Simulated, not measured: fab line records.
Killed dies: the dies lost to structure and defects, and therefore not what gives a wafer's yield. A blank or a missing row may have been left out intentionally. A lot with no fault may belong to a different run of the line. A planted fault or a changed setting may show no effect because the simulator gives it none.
2 desks, one fault / flow n5Finfet / numbers are kept per desk, each desk with only its own; the story behind them comes last

## DESK OF THE TOOL OWNER: pecvd-01
The tool's own readings at N5_BEOL_M3_ILD_DEP_00 (deposits SiOC from DEMS/O2, target thk 79 nm, time 15.3 s): means of the sampled wafers that have a number, for each lot that ran on this tool. The brackets show how far a lot's mean lies from the usual mean; more than 4 standard deviations puts the lot out of limits, marked OUT.
Columns: A = heaterPowerOuterW at N5_BEOL_M3_ILD_DEP_00, usual 241 W; B = heaterPowerW at N5_BEOL_M3_ILD_DEP_00, usual 441 W; C = showerheadPlenumPTorr at N5_BEOL_M3_ILD_DEP_00, usual 5.691 Torr; D = throttleValvePct at N5_BEOL_M3_ILD_DEP_00, usual 11.9 %
lot=L239; first seen here=day 9 03:59; A=192; B=394; C=5.692; D=11.3
lot=L240; first seen here=day 9 14:33; A=192; B=396; C=5.720; D=10.9
lot=L243; first seen here=day 10 13:55; A=210; B=406; C=5.691; D=10.9
lot=L244; first seen here=day 10 18:11; A=190; B=378; C=5.697; D=10.9
lot=L249; first seen here=day 11 07:13; A=199; B=388; C=5.709; D=10.8
lot=L253; first seen here=day 12 16:34; A=226; B=456; C=5.691; D=11.6
Result from this desk: across the 6 lots, nothing is out of limits.

## THE METROLOGY DESK
Means of the sampled wafers that have a number, per lot and without regard to the tool the lot ran on: this is what the gauges read. The brackets show how far a lot's mean lies from the usual mean; more than 4 standard deviations puts the lot out of limits, marked OUT. Of its 11 readings 7 are shown: the one that was out of limits first, and those that lie furthest out on some lot.
Columns: A = M3_ILD_THK at N5_BEOL_M3_THK_MEAS_01, usual 79.1 nm; B = DIBL_N at N5_BEOL_M4_RC_MEAS_101, usual 37.1 mV/V; C = DIBL_P at N5_BEOL_M4_RC_MEAS_101, usual 37 mV/V; D = IOFF_N at N5_BEOL_M4_RC_MEAS_101, usual 0.18 nA/um; E = IOFF_P at N5_BEOL_M4_RC_MEAS_101, usual 0.21 nA/um; F = VT_N at N5_BEOL_M4_RC_MEAS_101, usual 250 mV; G = VT_P at N5_BEOL_M4_RC_MEAS_101, usual -251 mV
lot=L232; first seen here=day 7 12:19; A=79.1; B=36.9; C=37; D=0.16; E=0.23; F=251; G=-250
lot=L233; first seen here=day 7 15:43; A=79.3; B=36.1; C=35; D=0.16; E=0.21; F=251; G=-249
lot=L235; first seen here=day 8 05:02; A=80.3; B=35.0; C=34; D=0.13; E=0.16; F=255; G=-254
lot=L236; first seen here=day 8 09:37; A=78.7; B=37.3; C=36; D=0.18; E=0.17; F=252; G=-254
lot=L237; first seen here=day 8 16:43; A=79.3; B=36.2; C=37; D=0.16; E=0.19; F=251; G=-253
lot=L238; first seen here=day 8 22:43; A=80.2; B=35.3; C=34; D=0.13; E=0.19; F=254; G=-251
lot=L239; first seen here=day 9 04:04; A=77.3; B=36.2; C=34; D=0.16; E=0.19; F=252; G=-252
lot=L240; first seen here=day 9 14:36; A=78.1; B=36.9; C=34; D=0.15; E=0.16; F=255; G=-257
lot=L242; first seen here=day 9 16:10; A=79.5; B=36.4; C=37; D=0.20; E=0.22; F=247; G=-250
lot=L241; first seen here=day 9 18:26; A=80.1; B=37.7; C=38; D=0.19; E=0.21; F=250; G=-252
lot=L243; first seen here=day 10 13:59; A=79.0; B=36.9; C=38; D=0.19; E=0.21; F=248; G=-252
lot=L244; first seen here=day 10 18:15; A=77.8; B=36.0; C=37; D=0.17; E=0.22; F=249; G=-249
lot=L249; first seen here=day 11 07:17; A=64.3 (-11) OUT; B=41.0; C=42; D=0.28; E=0.33; F=244; G=-244
lot=L253; first seen here=day 12 16:37; A=56.5 (-17) OUT; B=34.7; C=35; D=0.14; E=0.16; F=251; G=-255
This desk reports L249, L253 out of limits; the earliest was L249 at day 11 07:17 (M3_ILD_THK at N5_BEOL_M3_THK_MEAS_01). L232, L233, L235, L236, L237, L238, L239, L240, L242, L241, L243, L244 stayed within limits.

## BROUGHT TOGETHER
At day 11 07:17 the metrology desk could have sounded an alarm, on L249, L253.
Nothing out of limits was seen by the tool owner's desk.
Tool owner's desk: L249, L253 on record, inside its limits.
On pecvd-01, each named lot ran N5_BEOL_M3_ILD_DEP_00.

## WHAT WAS PUT IN BY THE SIMULATOR
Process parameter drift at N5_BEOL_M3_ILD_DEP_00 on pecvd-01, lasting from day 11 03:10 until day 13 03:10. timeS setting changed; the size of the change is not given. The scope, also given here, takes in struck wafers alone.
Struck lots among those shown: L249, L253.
Per desk, hours elapsed from the start of the fault to the first reading out of limits: for the metrology desk, 4.
